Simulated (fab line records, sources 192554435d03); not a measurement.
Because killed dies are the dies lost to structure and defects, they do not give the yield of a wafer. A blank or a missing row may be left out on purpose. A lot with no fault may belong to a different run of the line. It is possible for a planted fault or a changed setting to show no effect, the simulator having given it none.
Which tool was responsible? -- flow n5 finfet -- 24 lots with 72 wafers sampled at 3 steps, on a route of 1938 steps

== WHAT THE GAUGES READ, wafer by wafer ==
N5_BEOL_M2_OVL_MEAS_29.
lot,measured,on,V1_OVL (nm)
L074,day 6 18:57,overlay-01,0.0 1.3 0.7
L075,day 6 20:22,overlay-02,-1.5 -1.4 -0.6
L077,day 7 00:59,overlay-02,0.5 0.9 0.2
L076,day 7 01:29,overlay-01,-2.0 -1.4 -0.8
L078,day 7 11:56,overlay-01,-1.6 -0.9 -0.9
L079,day 7 19:32,overlay-01,-0.1 -0.3 -0.4
L080,day 8 05:08,overlay-02,-1.6 -2.0 -2.2
L081,day 8 07:30,overlay-01,0.3 0.4 -0.1
L082,day 8 11:43,overlay-01,0.0 -0.3 -0.6
L083,day 8 20:34,overlay-02,-1.4 -0.6 -0.7
L084,day 9 07:24,overlay-02,-0.3 1.1 0.9
L085,day 9 08:31,overlay-02,-0.2 -0.6 -1.1
L086,day 9 21:02,overlay-01,0.2 0.2 -0.1
L088,day 10 01:20,overlay-01,-0.8 -1.5 -0.8
L087,day 10 01:43,overlay-02,0.0 -0.5 0.5
L089,day 10 10:16,overlay-01,0.8 1.1 0.7
L090,day 10 13:43,overlay-01,-1.2 -1.1 -1.9
L091,day 11 00:18,overlay-02,-0.6 -1.1 -0.9
L092,day 11 06:00,overlay-02,0.9 1.0 1.3
L093,day 11 11:24,overlay-02,1.6 0.5 0.4
L094,day 11 11:49,overlay-01,-1.2 -0.9 -1.6
L095,day 12 00:17,overlay-01,0.7 -0.1 0.8
L096,day 12 05:07,overlay-02,0.9 1.7 -0.1
L097,day 12 11:52,overlay-01,0.5 -0.4 -0.3

N5_BEOL_M2_OCD_MEAS_38.
lot,measured,on,trench depth nm (nm)
L074,day 7 00:04,ocd-02,56.7 56.8 54.2
L075,day 7 00:20,ocd-01,54.9 55.4 54.5
L077,day 7 06:52,ocd-02,55.0 54.9 54.2
L076,day 7 06:49,ocd-01,56.0 54.4 56.1
L078,day 7 14:30,ocd-01,53.4 55.0 54.2
L079,day 7 22:20,ocd-02,54.8 54.4 55.5
L080,day 8 07:26,ocd-01,54.6 54.9 55.8
L081,day 8 10:43,ocd-02,55.6 56.2 55.6
L082,day 8 19:37,ocd-01,57.8 55.5 57.2
L083,day 8 23:26,ocd-02,54.0 56.4 53.3
L084,day 9 10:11,ocd-01,55.6 54.3 56.2
L085,day 9 13:32,ocd-02,56.1 55.0 55.5
L086,day 9 23:59,ocd-01,55.0 55.8 53.9
L088,day 10 03:40,ocd-01,56.5 56.1 55.3
L087,day 10 03:43,ocd-02,55.2 56.7 56.5
L089,day 10 19:04,ocd-01,56.3 57.2 56.4
L090,day 10 19:12,ocd-02,55.8 56.3 56.4
L091,day 11 04:37,ocd-01,55.5 55.2 55.6
L092,day 11 09:54,ocd-02,56.9 55.1 55.9
L093,day 11 12:45,ocd-01,56.5 55.3 55.9
L094,day 11 17:35,ocd-01,57.1 57.4 54.8
L095,day 12 04:14,ocd-02,56.2 55.8 54.7
L096,day 12 06:31,ocd-02,55.4 55.8 56.3
L097,day 12 21:59,ocd-01,55.8 57.1 57.3

== TOOL THAT RAN EACH LOT (tool first, then ch and the chambers of the sampled wafers, then the start) ==
lot,N5_BEOL_M2_STRIP_36
L074,"rie diel-02 ch 0,2,3, day 6 23:52"
L075,"rie diel-05 ch 0,2,3, day 7 00:08"
L077,"rie diel-05 ch 1,2,3, day 7 06:40"
L076,"rie diel-02 ch 0,1,3, day 7 06:38"
L078,"rie diel-05 ch 0,2, day 7 14:18"
L079,"rie diel-05 ch 0,3, day 7 22:09"
L080,"rie diel-05 ch 0,3, day 8 07:14"
L081,"rie diel-04 ch 1,3, day 8 10:31"
L082,"rie diel-04 ch 1,3, day 8 19:25"
L083,"rie diel-02 ch 0,2, day 8 23:14"
L084,"rie diel-04 ch 0,1,2, day 9 09:59"
L085,"rie diel-04 ch 1,2,3, day 9 13:20"
L086,"rie diel-02 ch 0,1,2, day 9 23:47"
L088,"rie diel-02 ch 1,2,3, day 10 03:29"
L087,"rie diel-04 ch 1,2,3, day 10 03:31"
L089,"rie diel-02 ch 1,2,3, day 10 18:52"
L090,"rie diel-05 ch 2,3, day 10 19:01"
L091,"rie diel-02 ch 0,1,3, day 11 04:25"
L092,"rie diel-02 ch 0,1,3, day 11 09:43"
L093,"rie diel-02 ch 0,1,2, day 11 12:33"
L094,"rie diel-04 ch 0,2,3, day 11 17:23"
L095,"rie diel-05 ch 1,2,3, day 12 04:02"
L096,"rie diel-02 ch 0,3, day 12 06:19"
L097,"rie diel-04 ch 1,2,3, day 12 21:49"
- N5_BEOL_M2_STRIP_36: strips in N2/H2.

== AS READ BY THE TOOLS THEMSELVES (means over the sampled wafers that have a number; for cases with no such wafer, the mark the record gives instead) ==
N5_BEOL_M2_STRIP_36.
lot,tool,drypump motor current A (A),oes product au (a.u.),power w (W),rf vpp V (V),showerhead plenum p Torr (Torr),throttle valve pct (%)
L074,rie diel-02,5.9,0.82,450.2,58.0,2.56,23.52
L075,rie diel-05,5.7,0.80,450.1,58.4,2.55,23.72
L077,rie diel-05,5.8,0.82,448.9,58.5,2.52,23.62
L076,rie diel-02,6.0,0.75,450.5,59.2,2.46,23.42
L078,rie diel-05,5.7,0.76,449.5,60.0,2.61,23.61
L079,rie diel-05,5.7,0.85,451.9,59.1,2.55,23.79
L080,rie diel-05,5.7,0.82,450.6,58.8,2.60,23.68
L081,rie diel-04,5.6,0.82,451.2,59.4,2.51,23.74
L082,rie diel-04,5.3,0.83,451.3,58.4,2.54,23.72
L083,rie diel-02,6.4,0.76,452.0,60.4,2.49,23.31
L084,rie diel-04,5.7,0.80,449.4,58.4,2.49,23.57
L085,rie diel-04,5.6,0.84,449.4,57.5,2.54,23.58
L086,rie diel-02,6.1,0.76,449.6,57.1,2.49,23.42
L088,rie diel-02,5.6,0.80,449.6,59.1,2.55,23.65
L087,rie diel-04,5.6,0.84,451.3,60.1,2.54,23.57
L089,rie diel-02,5.6,0.80,450.5,58.3,2.55,23.64
L090,rie diel-05,5.8,0.88,450.0,57.2,2.49,23.59
L091,rie diel-02,6.0,0.83,451.6,58.8,2.56,23.40
L092,rie diel-02,6.0,0.82,450.5,60.0,2.55,23.40
L093,rie diel-02,6.1,0.83,448.9,59.6,2.59,23.36
L094,rie diel-04,5.4,0.79,449.8,59.7,2.51,23.55
L095,rie diel-05,5.8,0.84,451.8,59.8,2.51,23.56
L096,rie diel-02,5.8,0.84,449.8,58.6,2.61,23.51
L097,rie diel-04,5.6,0.81,449.7,58.5,2.53,23.61

== THE ANSWER, worked out from the rows above alone ==
Rule: the lots themselves supply what counts as usual. Put in order of their means at a reading, lots are off if they are a third of the lots or fewer, leave a main group of 4 or more, and stand apart from it by a gap of 3 or more times the standard deviation of the main group's means; of several such gaps the widest counts. A main group is skipped when, at the precision printed for the reading in the tables above, its means are all equal. A lot without any number at a reading at which 4 lots or more have one is off too. All remaining lots with rows at the step are treated as sound. The gauges are gone through in route order, then the tools' own readings, and for those a lot's mean is taken as printed above. At the first step where some lot is off, the reading lying furthest off is the one used; lots without a number count as furthest.
None of the lots is off at any reading shown; this tells nothing.

== WHAT HAD BEEN PUT IN BY THE SIMULATOR ==
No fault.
